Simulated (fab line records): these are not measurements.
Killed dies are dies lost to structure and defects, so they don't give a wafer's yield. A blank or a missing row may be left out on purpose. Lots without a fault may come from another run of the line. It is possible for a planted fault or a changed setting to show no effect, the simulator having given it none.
2 desks, one fault -- flow n5Finfet -- what lay behind the numbers comes last; until then each desk has only its own

## FOR THE TOOL OWNER'S DESK: lithoTrack-03
The tool's own readings at N5_BEOL_M15_DEVELOP_27 (develop time 45 s): means of the sampled wafers that have a number, for each lot that ran on this tool. A lot is out of limits, marked OUT, if its mean lies more than 4 standard deviations from the usual mean; the brackets give that distance.
Columns: A = chillPlateTempC at N5_BEOL_M15_DEVELOP_27, usual 22.98 C; B = exhaustPa at N5_BEOL_M15_DEVELOP_27, usual 45.0 Pa; C = resistLineTempC at N5_BEOL_M15_DEVELOP_27, usual 23.00 C
lot,first seen here,A,B,C
L593,day 16 10:07,22.94,45.5,22.97
This desk's finding: nothing out of limits on the one lot.

## METROLOGY DESK
Lot by lot, what the gauges showed, no matter which tool ran the lot: averages of those sampled wafers that carry a number. A lot is out of limits, marked OUT, if its mean lies more than 4 standard deviations from the usual mean; the brackets give that distance.
Columns: A = cdNm at N5_BEOL_M15_CD_MEAS_17, usual 361.3 nm
lot,first seen here,A
L578,day 11 12:24,358.7
L582,day 12 04:29,363.8
L581,day 12 04:56,361.4
L593,day 16 09:14,361.3
L595,day 16 22:19,360.7
L598,day 19 13:47,361.0
This desk found nothing out of limits on any of the 6 lots.

## ALL TOGETHER
Nothing out of limits was seen by the tool owner's desk.
The metrology desk saw nothing out of limits.

## WHAT HAD BEEN PUT IN BY THE SIMULATOR
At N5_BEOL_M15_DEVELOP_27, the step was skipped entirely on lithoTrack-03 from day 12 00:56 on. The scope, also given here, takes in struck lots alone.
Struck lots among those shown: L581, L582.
